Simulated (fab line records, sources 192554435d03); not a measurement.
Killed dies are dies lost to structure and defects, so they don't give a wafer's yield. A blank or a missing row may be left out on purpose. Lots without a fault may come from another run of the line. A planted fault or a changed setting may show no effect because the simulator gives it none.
fab line records | flow n5_finfet
record lots=24 wafers=72 last_day=18
route steps=1938 shown BEOL_M1@802
lots that met no fault: from a run of the same line without faults
start_h: hours from the record's first day to the start of the lot's first wafer shown | wait_h: hours since the lot's step before | " the same as in the row above | L1.1+2: a row that stands for several wafers | - no value, or no start given | * or withheld: withheld | < > ~ a bound
route shown NAME@n: a module of which the file shows steps, and the number in the route of the first | usual: mean/standard deviation of fault-free wafers | same: alike in all rows | chamber/n: place in a boat | sites: the reading at each site | _std_site: their standard deviation | _edge_site: outer sites' mean less inner sites' | radius_mm: how far each site lies from the wafer's centre | mask NAME#n: copy n | behind: the tool/chamber that last shaped the wafer | hold: why the lot was held/for how many hours/how that ended | device: the transistor (n, p or np) that didn't switch | end of line: the same wafers' tests at the end of the route | a step without rows: its recipe alone | killed: dies lost to structure and defects at the first sort, not the wafer's yield | map: a wafer's dies, x killed, . not, _ none there
set.NAME: the setting as run; set.NAME@STEP: as run at that earlier step | model.NAME: the simulator's own value behind a step, which no gauge read
steps of the route over a sample of lots; a table a step, a row a wafer
services: from which hour (start_h, from the record's first day; less than 0 if before it) a tool's chamber was out of use, for how many hours, and why
## steps
# step N5_BEOL_M1_STRIP_97
# recipe chemistry=N2/H2 time_s=10 power_w=450 temp_c=40 pressure_mtorr=20 rf_frequency_hz=6e+07 bias_power_w=7 n2_flow_sccm=200 h2_flow_sccm=200
# usual drypump_motor_current_A=5.8/0.49 oes_product_au=0.76/0.082 rf_vpp_V=59.0/0.87 showerhead_plenum_p_Torr=2.52/0.088 throttle_valve_pct=23.6/0.34
# columns lot.wafer tool chamber start_h wait_h drypump_motor_current_A oes_product_au rf_hours_counter_h rf_vpp_V showerhead_plenum_p_Torr throttle_valve_pct
L074.3 rie_diel-03 3 - - 5.1 0.74 183 57.5 2.54 23.8
L074.5 " 0 " " 5.6 0.73 - 59.5 2.62 23.9
L074.6 " 3 " " 5.1 0.75 - 59.7 2.54 23.8
L075.2 rie_diel-01 0 - - 5.5 0.93 12 59.1 2.58 23.1
L075.4 " 1 " " 6.6 0.69 209 56.7 2.40 23.2
L075.6 " 0 " " 5.5 0.94 - 57.6 2.58 23.0
L076.1 rie_diel-02 3 - - 5.5 0.90 31 58.9 2.66 23.2
L076.4 " 1 " " 6.2 0.75 177 59.9 2.53 23.7
L076.5 " 1 " " 6.2 0.74 - 58.9 2.53 23.7
L077.1 rie_diel-01 0 - - 5.6 0.92 16 59.5 2.58 23.0
L077.4 " 1 " " 6.6 0.68 214 58.4 2.40 23.2
L077.6 " 1 " " 6.6 0.69 - 60.0 2.40 23.2
L078.1 rie_diel-02 1 - - 6.2 0.74 184 59.4 2.53 23.7
L078.5 " 0 " " 5.2 0.87 - 57.9 2.48 23.7
L078.6 " 3 " " 5.5 0.90 - 59.6 2.66 23.2
L079.1 rie_diel-02 1 - - 6.2 0.75 185 59.2 2.53 23.7
L079.2 " 3 " " 5.5 0.88 38 59.8 2.66 23.2
L079.3 " 0 " " 5.3 0.87 29 57.8 2.48 23.7
L080.1 rie_diel-01 3 - - 6.6 0.74 165 60.6 2.65 24.0
L080.3 " 1 " " 6.6 0.68 220 58.4 2.40 23.2
L080.6 " 1 " " 6.6 0.68 - 59.1 2.40 23.2
L081.1 rie_diel-01 0 - - 5.6 0.91 25 59.4 2.58 23.1
L081.2 " 1 " " 6.6 0.68 222 59.0 2.40 23.2
L081.5 " 1 " " 6.6 0.69 - 59.2 2.40 23.2
L082.3 rie_diel-02 3 - - 5.5 0.88 45 58.2 2.66 23.3
L082.4 " 0 " " 5.2 0.86 34 58.6 2.48 23.7
L082.6 " 2 " " 5.6 0.72 - 58.4 2.40 23.6
L083.2 rie_diel-02 2 - - 5.6 0.72 219 58.6 2.40 23.6
L083.4 " 0 " " 5.3 0.84 36 58.8 2.48 23.7
L083.6 " 2 " " 5.6 0.72 - 58.0 2.40 23.6
L084.2 rie_diel-01 3 - - 6.6 0.74 168 59.5 2.65 24.0
L084.3 " 0 " " 5.6 0.91 26 60.6 2.58 23.1
L084.4 " 2 " " 5.7 0.71 234 58.7 2.48 23.9
L086.2 rie_diel-03 0 - - 5.7 0.71 227 58.5 2.61 24.0
L086.3 " 2 " " 5.3 0.71 234 60.1 2.59 23.7
L086.5 " 2 " " 5.3 0.70 - 60.1 2.59 23.7
L085.1 rie_diel-02 0 - - 5.3 0.85 44 58.9 2.48 23.7
L085.2 " 1 " " 6.2 0.73 198 59.0 2.52 23.7
L085.5 " 1 " " 6.2 0.72 - 58.7 2.52 23.7
L087.1 rie_diel-03 2 - - 5.3 0.70 237 59.5 2.59 23.7
L087.4 " 1 " " 5.7 0.75 190 57.4 2.43 24.1
L087.5 " 0 " " 5.6 0.71 - 59.9 2.61 24.0
L088.2 rie_diel-03 0 - - 5.7 0.71 229 59.3 2.61 24.0
L088.4 " 2 " " 5.3 0.70 238 58.2 2.59 23.7
L088.5 " 0 " " 5.6 0.71 - 59.5 2.61 24.0
L089.1 rie_diel-03 3 - - 5.1 0.73 211 59.1 2.52 23.9
L089.5 " 3 " " 5.1 0.73 - 59.4 2.52 23.8
L089.6 " 2 " " 5.3 0.69 - 60.4 2.58 23.7
L090.3 rie_diel-01 0 - - 5.6 0.88 42 59.2 2.57 23.1
L090.4 " 1 " " 6.6 0.67 - 60.1 2.39 23.2
L090.6 " 0 " " 5.6 0.87 - 58.2 2.57 23.1
L091.1 rie_diel-01 1 - - 6.6 0.67 243 59.0 2.39 23.2
L091.5 " 1 " " 6.6 0.67 - 56.9 2.39 23.2
L091.6 " 0 " " 5.5 0.86 - 59.0 2.57 23.1
L093.1 rie_diel-01 1 - - 6.6 0.67 244 58.2 2.39 23.2
L093.4 " 3 " " 6.6 0.73 186 59.2 2.64 24.1
L093.6 " 0 " " 5.5 0.87 - 58.3 2.57 23.1
L092.1 rie_diel-02 0 - - 5.3 0.83 48 59.0 2.47 23.7
L092.3 " 1 " " 6.2 0.73 205 59.3 2.52 23.7
L092.4 " 2 " " 5.6 0.71 232 58.5 2.40 23.6
L094.2 rie_diel-03 3 - - 5.1 0.72 221 58.0 2.52 23.8
L094.4 " 0 " " 5.7 0.71 - 59.2 2.60 24.0
L094.5 " 1 " " 5.7 0.74 - 59.0 2.43 24.1
L095.3 rie_diel-01 0 - - 5.5 0.85 56 59.9 2.57 23.1
L095.5 " 0 " " 5.6 0.85 - 58.9 2.57 23.1
L095.6 " 3 " " 6.6 0.72 - 59.0 2.64 24.1
L096.1 rie_diel-03 0 - - 5.7 0.71 248 58.6 2.60 24.0
L096.4 " 1 " " 5.7 0.73 210 58.2 2.43 24.1
L096.5 " 1 " " 5.7 0.74 - 58.5 2.43 24.1
L097.1 rie_diel-02 0 - - 5.3 0.82 59 59.4 2.47 23.8
L097.5 " 2 " " 5.6 0.70 - 58.2 2.39 23.6
L097.6 " 1 " " 6.2 0.72 - 59.4 2.52 23.7
# step N5_BEOL_M1_OCD_MEAS_38
# usual trench_depth_nm=55.2/0.92
# columns lot.wafer tool chamber start_h wait_h trench_depth_nm
L074.3 ocd-02 - 124.90 - 56.6
L074.5 " - " " 54.9
L074.6 " - " " 56.5
L075.2 ocd-02 - 128.04 - 55.8
L075.4 " - " " 55.6
L075.6 " - " " 54.7
L076.1 ocd-02 - 132.58 - 53.2
L076.4 " - " " 54.9
L076.5 " - " " 54.5
L077.1 ocd-01 - 144.65 - 54.8
L077.4 " - " " 54.0
L077.6 " - " " 54.9
L078.1 ocd-02 - 150.63 - 56.0
L078.5 " - " " 54.5
L078.6 " - " " 53.4
L079.1 ocd-01 - 153.64 - 56.1
L079.2 " - " " 55.6
L079.3 " - " " 55.2
L080.1 ocd-01 - 169.47 - 56.4
L080.3 " - " " 54.7
L080.6 " - " " 54.6
L081.1 ocd-01 - 173.33 - 55.0
L081.2 " - " " 54.5
L081.5 " - " " 53.5
L082.3 ocd-01 - 174.62 - 54.4
L082.4 " - " " 53.4
L082.6 " - " " 55.6
L083.2 ocd-02 - 179.67 - 54.9
L083.4 " - " " 54.0
L083.6 " - " " 55.0
L084.2 ocd-02 - 180.15 - 56.1
L084.3 " - " " 54.8
L084.4 " - " " 55.8
L086.2 ocd-02 - 199.04 - 55.9
L086.3 " - " " 56.3
L086.5 " - " " 55.9
L085.1 ocd-02 - 204.48 - 54.7
L085.2 " - " " 56.2
L085.5 " - " " 55.8
L087.1 ocd-01 - 205.72 - 55.9
L087.4 " - " " 56.4
L087.5 " - " " 54.7
L088.2 ocd-02 - 208.99 - 55.8
L088.4 " - " " 55.9
L088.5 " - " " 55.2
L089.1 ocd-01 - 216.67 - 55.8
L089.5 " - " " 56.4
L089.6 " - " " 55.9
L090.3 ocd-02 - 222.54 - 55.3
L090.4 " - " " 54.5
L090.6 " - " " 55.1
L091.1 ocd-01 - 231.06 - 54.8
L091.5 " - " " 54.6
L091.6 " - " " 54.7
L093.1 ocd-01 - 237.12 - 55.4
L093.4 " - " " 55.8
L093.6 " - " " 53.2
L092.1 ocd-02 - 237.28 - 53.0
L092.3 " - " " 55.6
L092.4 " - " " 54.3
L094.2 ocd-02 - 247.43 - 55.9
L094.4 " - " " 55.4
L094.5 " - " " 56.2
L095.3 ocd-01 - 257.76 - 56.0
L095.5 " - " " 56.5
L095.6 " - " " 56.3
L096.1 ocd-02 - 262.30 - 54.9
L096.4 " - " " 56.4
L096.5 " - " " 55.1
L097.1 ocd-02 - 271.59 - 54.1
L097.5 " - " " 55.3
L097.6 " - " " 55.3
# step N5_BEOL_M1_CD_MEAS_35
# recipe target_cd_nm=18 target_cd_y_nm=21 polarity=opening
# usual cd_nm=18.0/0.54
# columns lot.wafer tool chamber start_h wait_h cd_nm
L074.3 cd_sem-01 - 125.05 0.0 18.8
L074.5 " - " " 17.4
L074.6 " - " " 17.7
L075.2 cd_sem-03 - 128.19 0.0 17.7
L075.4 " - " " 19.5
L075.6 " - " " 18.3
L076.1 cd_sem-02 - 132.73 0.0 19.3
L076.4 " - " " 18.2
L076.5 " - " " 18.4
L077.1 cd_sem-01 - 144.80 0.0 18.4
L077.4 " - " " 18.4
L077.6 " - " " 19.4
L078.1 cd_sem-03 - 150.79 0.0 18.3
L078.5 " - " " 18.6
L078.6 " - " " 18.5
L079.1 cd_sem-03 - 153.79 0.0 18.3
L079.2 " - " " 17.6
L079.3 " - " " 17.6
L080.1 cd_sem-03 - 169.63 0.0 18.7
L080.3 " - " " 18.2
L080.6 " - " " 17.6
L081.1 cd_sem-02 - 173.49 0.0 17.1
L081.2 " - " " 18.2
L081.5 " - " " 18.4
L082.3 cd_sem-02 - 174.77 0.0 18.3
L082.4 " - " " 17.3
L082.6 " - " " 18.2
L083.2 cd_sem-02 - 179.83 0.0 17.9
L083.4 " - " " 17.0
L083.6 " - " " 17.9
L084.2 cd_sem-03 - 180.30 0.0 17.4
L084.3 " - " " 17.9
L084.4 " - " " 17.5
L086.2 cd_sem-01 - 199.19 0.0 17.9
L086.3 " - " " 18.2
L086.5 " - " " 18.7
L085.1 cd_sem-01 - 204.65 0.0 19.1
L085.2 " - " " 17.7
L085.5 " - " " 18.3
L087.1 cd_sem-03 - 205.88 0.0 18.4
L087.4 " - " " 18.7
L087.5 " - " " 18.2
L088.2 cd_sem-02 - 209.14 0.0 17.0
L088.4 " - " " 17.3
L088.5 " - " " 16.9
L089.1 cd_sem-01 - 216.82 0.0 17.3
L089.5 " - " " 17.7
L089.6 " - " " 18.1
L090.3 cd_sem-02 - 222.69 0.0 17.8
L090.4 " - " " 18.9
L090.6 " - " " 18.6
L091.1 cd_sem-02 - 231.22 0.0 18.9
L091.5 " - " " 17.5
L091.6 " - " " 18.3
L093.1 cd_sem-02 - 237.28 0.0 18.6
L093.4 " - " " 18.7
L093.6 " - " " 17.9
L092.1 cd_sem-02 - 237.43 0.0 17.8
L092.3 " - " " 18.6
L092.4 " - " " 17.6
L094.2 cd_sem-01 - 247.58 0.0 18.2
L094.4 " - " " 17.4
L094.5 " - " " 18.2
L095.3 cd_sem-01 - 257.91 0.0 18.0
L095.5 " - " " 18.2
L095.6 " - " " 18.4
L096.1 cd_sem-02 - 262.45 0.0 17.8
L096.4 " - " " 17.7
L096.5 " - " " 18.0
L097.1 cd_sem-02 - 271.84 0.0 17.8
L097.5 " - " " 18.5
L097.6 " - " " 17.8
# step N5_BEOL_M1_ALD_84
# recipe material=TaN target_thk_a=* temp_c=275 ald_precursor_family=PDMAT ald_co_reactant=NH3 pressure_torr=3 carrier_flow_sccm=1500 pulse_time_s=2 purge_time_s=3 co_reactant_purge_time_s=2 co_reactant_pulse_time_s=3 ald_cycles=30 precursor_vessel_temp_c=75 precursor_vessel_pressure_torr=26.25 precursor_vessel_carrier_sccm=1000
# usual heater_power_w=433/54 mfc_carrier_sccm=1500/4.1 precursor_vessel_pressure_torr=26.25/0.053
# same co_reactant_purge_time_s=2
# columns lot.wafer tool chamber start_h wait_h heater_power_w mfc_carrier_sccm precursor_vessel_pressure_torr
L074.3 ald_metal-01 1 125.68 0.0 406 1497 26.21
L074.5 " 3 " " 431 1500 26.16
L074.6 " 1 " " 409 1497 26.15
L075.2 ald_metal-03 3 128.64 0.0 493 1501 26.19
L075.4 " 0 " " 347 1498 26.34
L075.6 " 2 " " 424 1498 26.23
L076.1 ald_metal-01 3 132.94 0.0 417 1501 26.23
L076.4 " 1 " " 410 1501 26.26
L076.5 " 2 " " 528 1500 26.24
L077.1 ald_metal-03 1 145.31 0.0 508 1501 26.29
L077.4 " 0 " " 352 1502 26.25
L077.6 " 3 " " 507 1501 26.29
L078.1 ald_metal-01 0 151.15 0.0 410 1505 26.29
L078.5 " 1 " " 420 1496 26.34
L078.6 " 2 " " 510 1499 26.25
L079.1 ald_metal-01 0 154.41 0.0 405 1498 26.22
L079.2 " 2 " " 520 1502 26.31
L079.3 " 3 " " 415 1494 26.35
L080.1 ald_metal-02 2 170.65 0.0 356 1496 26.21
L080.3 " 1 " " 466 1501 26.27
L080.6 " 3 " " 358 1501 26.25
L081.1 ald_metal-01 2 174.31 0.0 518 1499 26.25
L081.2 " 3 " " 428 1500 26.22
L081.5 " 0 " " 406 1504 26.34
L082.3 ald_metal-01 0 174.93 0.1 402 1505 26.24
L082.4 " 3 " " 421 1497 26.36
L082.6 " 2 " " 523 1508 26.28
L083.2 ald_metal-02 1 179.97 0.0 463 1506 26.23
L083.4 " 3 " " 360 1500 26.28
L083.6 " 0 " " 471 1498 26.31
L084.2 ald_metal-03 3 180.47 0.1 494 1497 26.28
L084.3 " 1 " " 513 1497 26.21
L084.4 " 0 " " 344 1497 26.37
L086.2 ald_metal-02 1 199.42 0.0 468 1505 26.27
L086.3 " 3 " " 360 1501 26.25
L086.5 " 0 " " 449 1501 26.26
L085.1 ald_metal-02 1 205.24 0.1 463 1503 26.24
L085.2 " 0 " " 472 1495 26.24
L085.5 " 3 " " 361 1495 26.32
L087.1 ald_metal-03 1 206.24 0.0 503 1500 26.17
L087.4 " 0 " " 349 1503 26.26
L087.5 " 1 " " 506 1494 26.23
L088.2 ald_metal-01 1 209.57 0.0 406 1499 26.25
L088.4 " 2 " " 526 1506 26.33
L088.5 " 0 " " 411 1504 26.20
L089.1 ald_metal-03 1 217.03 0.0 502 1500 26.24
L089.5 " 1 " " 504 1492 26.18
L089.6 " 2 " " 431 1502 26.27
L090.3 ald_metal-03 1 222.98 0.1 497 1503 26.18
L090.4 " 3 " " 485 1508 26.11
L090.6 " 3 " " 480 1513 26.18
L091.1 ald_metal-03 2 231.63 0.1 433 1494 26.21
L091.5 " 1 " " 495 1502 26.33
L091.6 " 2 " " 427 1499 26.31
L093.1 ald_metal-01 2 237.50 0.0 511 1500 26.22
L093.4 " 0 " " 414 1501 26.26
L093.6 " 3 " " 421 1509 26.32
L092.1 ald_metal-02 3 237.66 0.0 357 1505 26.37
L092.3 " 1 " " 463 1498 26.28
L092.4 " 0 " " 444 1497 26.23
L094.2 ald_metal-03 3 247.91 0.1 486 1497 26.26
L094.4 " 2 " " 416 1500 26.24
L094.5 " 3 " " 475 1503 26.26
L095.3 ald_metal-02 0 258.67 0.1 462 1495 26.18
L095.5 " 0 " " 456 1509 26.24
L095.6 " 3 " " 351 1496 26.25
L096.1 ald_metal-01 2 262.98 0.1 513 1498 26.22
L096.4 " 3 " " 424 1497 26.13
L096.5 " 3 " " 416 1504 26.14
L097.1 ald_metal-02 2 272.56 0.0 367 1501 26.27
L097.5 " 1 " " 470 1494 26.26
L097.6 " 0 " " 460 1500 26.23
# step N5_BEOL_M1_ANNEAL_82
# recipe temp_c=400 time_s=240 ambient=vacuum
# usual heater_power_w=815/73
# columns lot.wafer tool chamber start_h wait_h heater_power_w
L074.3 pvd_sputter-02 - 126.96 0.0 937
L074.5 " - " " 854
L074.6 " - " " 983
L075.2 pvd_sputter-01 - 129.74 0.0 854
L075.4 " - " " 737
L075.6 " - " " 709
L076.1 pvd_sputter-01 - 135.74 0.0 811
L076.4 " - " " 734
L076.5 " - " " 742
L077.1 pvd_sputter-03 - 146.39 0.0 886
L077.4 " - " " 772
L077.6 " - " " 877
L078.1 pvd_sputter-02 - 152.24 0.0 881
L078.5 " - " " 814
L078.6 " - " " 835
L079.1 pvd_sputter-03 - 155.46 0.0 766
L079.2 " - " " 886
L079.3 " - " " 767
L080.1 pvd_sputter-01 - 171.87 0.0 825
L080.3 " - " " 845
L080.6 " - " " 861
L081.1 pvd_sputter-02 - 175.30 0.0 894
L081.2 " - " " 970
L081.5 " - " " 852
L082.3 pvd_sputter-03 - 176.47 0.0 861
L082.4 " - " " 870
L082.6 " - " " 873
L083.2 pvd_sputter-01 - 180.94 0.0 739
L083.4 " - " " 850
L083.6 " - " " 681
L084.2 pvd_sputter-03 - 181.57 0.0 872
L084.3 " - " " 882
L084.4 " - " " 788
L086.2 pvd_sputter-01 - 200.75 0.0 842
L086.3 " - " " 750
L086.5 " - " " 828
L085.1 pvd_sputter-02 - 206.47 0.0 864
L085.2 " - " " 817
L085.5 " - " " 825
L087.1 pvd_sputter-01 - 207.39 0.0 837
L087.4 " - " " 732
L087.5 " - " " 698
L088.2 pvd_sputter-02 - 212.35 0.0 804
L088.4 " - " " 811
L088.5 " - " " 883
L089.1 pvd_sputter-02 - 218.12 0.0 887
L089.5 " - " " 867
L089.6 " - " " 940
L090.3 pvd_sputter-03 - 224.15 0.0 858
L090.4 " - " " 777
L090.6 " - " " 861
L091.1 pvd_sputter-01 - 232.91 0.0 733
L091.5 " - " " 868
L091.6 " - " " 680
L093.1 pvd_sputter-03 - 238.63 0.0 866
L093.4 " - " " 878
L093.6 " - " " 895
L092.1 pvd_sputter-02 - 238.87 0.0 937
L092.3 " - " " 808
L092.4 " - " " 869
L094.2 pvd_sputter-01 - 249.29 0.0 733
L094.4 " - " " 706
L094.5 " - " " 825
L095.3 pvd_sputter-01 - 259.75 0.0 875
L095.5 " - " " 857
L095.6 " - " " 731
L096.1 pvd_sputter-01 - 264.30 0.0 835
L096.4 " - " " 880
L096.5 " - " " 741
L097.1 pvd_sputter-01 - 275.86 0.0 807
L097.5 " - " " 678
L097.6 " - " " 850
# step N5_BEOL_M1_ANNEAL_93
# recipe temp_c=400 time_s=240 ambient=vacuum
# usual heater_power_w=815/72
# columns lot.wafer tool chamber start_h wait_h heater_power_w
L074.3 pvd_sputter-02 - 127.84 0.0 981
L074.5 " - " " 876
L074.6 " - " " 959
L075.2 pvd_sputter-01 - 130.62 0.0 839
L075.4 " - " " 736
L075.6 " - " " 694
L076.1 pvd_sputter-01 - 136.62 0.0 843
L076.4 " - " " 738
L076.5 " - " " 738
L077.1 pvd_sputter-03 - 147.27 0.0 878
L077.4 " - " " 784
L077.6 " - " " 880
L078.1 pvd_sputter-02 - 153.12 0.0 883
L078.5 " - " " 814
L078.6 " - " " 826
L079.1 pvd_sputter-03 - 156.34 0.0 792
L079.2 " - " " 888
L079.3 " - " " 747
L080.1 pvd_sputter-01 - 172.75 0.0 845
L080.3 " - " " 808
L080.6 " - " " 844
L081.1 pvd_sputter-02 - 176.18 0.0 878
L081.2 " - " " 969
L081.5 " - " " 807
L082.3 pvd_sputter-03 - 177.35 0.0 847
L082.4 " - " " 900
L082.6 " - " " 882
L083.2 pvd_sputter-01 - 181.82 0.0 726
L083.4 " - " " 856
L083.6 " - " " 700
L084.2 pvd_sputter-03 - 182.45 0.0 862
L084.3 " - " " 889
L084.4 " - " " 770
L086.2 pvd_sputter-01 - 201.63 0.0 835
L086.3 " - " " 743
L086.5 " - " " 807
L085.1 pvd_sputter-02 - 207.35 0.0 880
L085.2 " - " " 832
L085.5 " - " " 831
L087.1 pvd_sputter-01 - 208.27 0.0 826
L087.4 " - " " 744
L087.5 " - " " 716
L088.2 pvd_sputter-02 - 213.23 0.0 798
L088.4 " - " " 835
L088.5 " - " " 876
L089.1 pvd_sputter-02 - 219.00 0.0 881
L089.5 " - " " 875
L089.6 " - " " 967
L090.3 pvd_sputter-03 - 225.03 0.0 863
L090.4 " - " " 760
L090.6 " - " " 859
L091.1 pvd_sputter-01 - 233.79 0.0 752
L091.5 " - " " 885
L091.6 " - " " 701
L093.1 pvd_sputter-03 - 239.51 0.0 865
L093.4 " - " " 846
L093.6 " - " " 879
L092.1 pvd_sputter-02 - 239.75 0.0 961
L092.3 " - " " 806
L092.4 " - " " 894
L094.2 pvd_sputter-01 - 250.17 0.0 738
L094.4 " - " " 703
L094.5 " - " " 820
L095.3 pvd_sputter-01 - 260.63 0.0 866
L095.5 " - " " 845
L095.6 " - " " 739
L096.1 pvd_sputter-01 - 265.18 0.0 823
L096.4 " - " " 864
L096.5 " - " " 727
L097.1 pvd_sputter-01 - 276.74 0.0 821
L097.5 " - " " 689
L097.6 " - " " 823
## services
# columns tool chamber start_h hours kind
pvd_sputter-03 - 114.84 6.2 repair
ald_metal-01 2 118.96 10.5 repair
ald_metal-01 - 161.44 8.7 pm
ald_metal-03 - 195.59 0.6 repair
ald_metal-03 - 203.08 0.5 repair
rie_diel-02 - 204.96 14.6 pm
rie_diel-01 3 218.89 5.0 repair
rie_diel-02 0 225.17 5.2 repair
rie_diel-01 2 237.75 12.4 repair
rie_diel-03 2 244.14 - clean
rie_diel-03 2 244.14 - consumable_replace:focus_ring
rie_diel-03 2 244.14 16.8 scheduled_down
rie_diel-03 2 244.14 16.8 vent_cycle
rie_diel-01 2 250.55 - clean
rie_diel-01 2 250.55 - consumable_replace:focus_ring
rie_diel-01 2 250.55 18.5 scheduled_down
rie_diel-01 2 250.55 18.5 vent_cycle
rie_diel-01 1 269.04 - clean
rie_diel-01 1 269.04 - consumable_replace:focus_ring
rie_diel-01 1 269.04 - consumable_replace:showerhead
rie_diel-01 1 269.04 21.5 scheduled_down
rie_diel-01 1 269.04 21.5 vent_cycle
rie_diel-03 0 270.19 - clean
rie_diel-03 0 270.19 - consumable_replace:focus_ring
## key
fault none
